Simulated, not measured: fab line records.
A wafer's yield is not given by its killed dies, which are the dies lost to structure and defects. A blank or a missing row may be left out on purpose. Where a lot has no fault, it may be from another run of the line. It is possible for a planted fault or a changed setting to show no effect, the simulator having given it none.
A lot that was struck, set against a sound lot -- flow n5Finfet -- 42 steps out of a route of 1938
Sound: these wafers, L582.1, L582.2, L582.5. Wafers L591.1, L591.3, L591.6 were the ones struck. The cause comes at the end.
For every step that has rows: the tool of each side, followed by ch and its chambers, followed by its first start. Under that, the readings that differ: sound wafers -- struck wafers -- difference of the means -- sigmas: that difference in standard deviations of wafers without a fault.
alike: readings with means less than 2 such deviations apart, plus words and numbers identical on both sides. not compared: withheld readings, readings lacking a value on some wafer, bounds such as >300 that could conceal the same value, and numbers that have no deviation in the record and whose values overlap.
Wherever a step has rows on one side only, a row that says differs or no value, or a row with sigmas, the two part there. Numbers that don't overlap but have no deviation are shown without sigmas and don't part them. A reading that every wafer of one side lacks parts them only if that side has two wafers or more.

first, 11 steps without rows for these wafers: N5_SD_EPI_N_DESCUM_14 (chemistry O2, time 7.9 s); N5_SD_EPI_N_ETCH_34 (etches SiARC in CF4, target depth 45.5 nm, time 75.8 s); N5_SD_EPI_N_ETCH_35 (etches SOC in N2/H2, overetch 108 nm, time 486 s); N5_SD_EPI_N_STRIP_36 (strips in N2/H2); N5_SD_EPI_N_ETCHBACK_44 (etches SiNx in CH3F/O2, stops on SiO2, target depth 14.5 nm); N5_SD_EPI_N_ETCH_45 (etches SiOCN in CH3F/O2, target depth 6 nm); N5_SD_EPI_N_ETCH_16 (etches SiO2 in CHF3/O2, target depth 5 nm); N5_SD_EPI_N_STRIP_47 (strips in CHF3/O2); N5_SD_EPI_N_SD_RECESS_17 (chemistry HBr/Cl2/O2, target depth 41 nm, time 23.7 s, bt time 3 s); N5_SD_EPI_N_STRIP_38 (strips in N2/H2); N5_SD_EPI_N_WET_ETCH_43 (etches SiO2 in dHF, time 14 s, target depth 1.5 nm).
N5_SD_EPI_N_STRIP_18: strips in SPM, time 750 s.
  sound on wetBench-04 ch 2,3,6, day 3 14:47; struck on wetBench-04 ch 0,1,2, day 5 21:29
then, 8 steps without rows for these wafers: N5_SD_EPI_N_SRD_20 (time 30 s); N5_SD_EPI_N_PRECLEAN_48 (cleans in NF3:NH3, afs cycles 2, time 20 s, sublimation time 60 s); N5_SD_EPI_N_VAPOR_ETCH_50 (etches Si in HCl, time 54 s); N5_SD_EPI_N_EPI_21 (deposits Si:P, time 690 s); N5_SD_EPI_N_PRECLEAN_24 (cleans in O3/DIW, time 60 s); N5_SD_EPI_N_SRD_25 (time 30 s); N5_SD_EPI_N_PRECLEAN_49 (cleans in NF3:NH3, afs cycles 1, time 20 s, sublimation time 60 s); N5_SD_EPI_N_LINER_46 (material SiNx, target thk 3 nm).
N5_SD_EPI_N_INSPECT_26: inspects for defects (darkfield).
  sound on defectInspect-01 at day 3 17:56; struck on defectInspect-02 at day 6 00:44
reading,sound,struck,difference,sigmas
rawDefectCount,198 244 172,468 526 505,+295,+8
then, 8 steps without rows for these wafers: N5_SD_EPI_P_COAT_34 (time 60 s, resist thk 350 nm); N5_SD_EPI_P_COAT_35 (time 60 s, resist thk 35 nm); N5_SD_EPI_P_COAT_03 (resist thk 150 nm); N5_SD_EPI_P_EBR_05; N5_SD_EPI_P_SOFTBAKE_04 (time 60 s); N5_SD_EPI_P_EXPOSE_06 (exposes mask SD P BLK, target cd 240 nm); N5_SD_EPI_P_PEB_07 (peb time 60 s); N5_SD_EPI_P_DEVELOP_08 (develop time 30 s).
N5_SD_EPI_P_INSPECT_11: inspects for defects (macro).
  sound on defectInspect-01 at day 3 18:23; struck on defectInspect-02 at day 6 01:11
reading,sound,struck,difference,sigmas
rawDefectCount,3 4 1,>300 >300 >300,differs,
then, 8 steps without rows for these wafers: N5_SD_EPI_P_DESCUM_14 (chemistry O2, time 7.9 s); N5_SD_EPI_P_ETCH_36 (etches SiARC in CF4, target depth 45.5 nm, time 75.8 s); N5_SD_EPI_P_ETCH_37 (etches SOC in N2/H2, overetch 108 nm, time 486 s); N5_SD_EPI_P_STRIP_38 (strips in N2/H2); N5_SD_EPI_P_ETCHBACK_46 (etches SiNx in CH3F/O2, stops on SiO2, target depth 17.5 nm); N5_SD_EPI_P_ETCH_47 (etches SiOCN in CH3F/O2, target depth 25 nm); N5_SD_EPI_P_ETCH_16 (etches SiO2 in CHF3/O2, target depth 5 nm); N5_SD_EPI_P_STRIP_50 (strips in CHF3/O2).
N5_SD_EPI_P_INSPECT_26: inspects for defects (darkfield).
  sound on defectInspect-01 at day 3 22:12; struck on defectInspect-01 at day 6 04:56
reading,sound,struck,difference,sigmas
rawDefectCount,115 136 117,462 506 473,+358,+10
N5_SD_ACTIVATION_INSPECT_02: inspects for defects (darkfield).
  sound on defectInspect-01 at day 3 23:05; struck on defectInspect-02 at day 6 05:42
reading,sound,struck,difference,sigmas
rawDefectCount,115 148 111,469 533 484,+371,+10
-- the record jumps here: 6 days lie between the struck wafers' starts before and after (it left off in module SD_ACTIVATION and takes up again in module BEOL_M4, whose first step shown is number 1111 of the route) --
N5_BEOL_M4_RC_MEAS_101:
  sound on prober-02 ch 0, day 9 10:07; struck on prober-01 ch 0, day 11 21:25
  alike: DIBL_N, DIBL_P, IOFF_N, IOFF_P, ION_N, ION_P, SS_N, SS_P, VT_N, VT_P
-- record jumps: 4 days separate the struck wafers' starts on either side; left off in module BEOL_M4, taken up again in module PASSIVATION, whose first shown step is the route's number 1936 --
N5_PASSIVATION_PROBE_49:
  only the struck wafers here have rows in the record (prober-01, day 16 08:19); the sound ones have none

WHERE THEY PART
First at N5_SD_EPI_N_INSPECT_26; last, within this record, at N5_PASSIVATION_PROBE_49.

WHY: whatever the simulator had introduced
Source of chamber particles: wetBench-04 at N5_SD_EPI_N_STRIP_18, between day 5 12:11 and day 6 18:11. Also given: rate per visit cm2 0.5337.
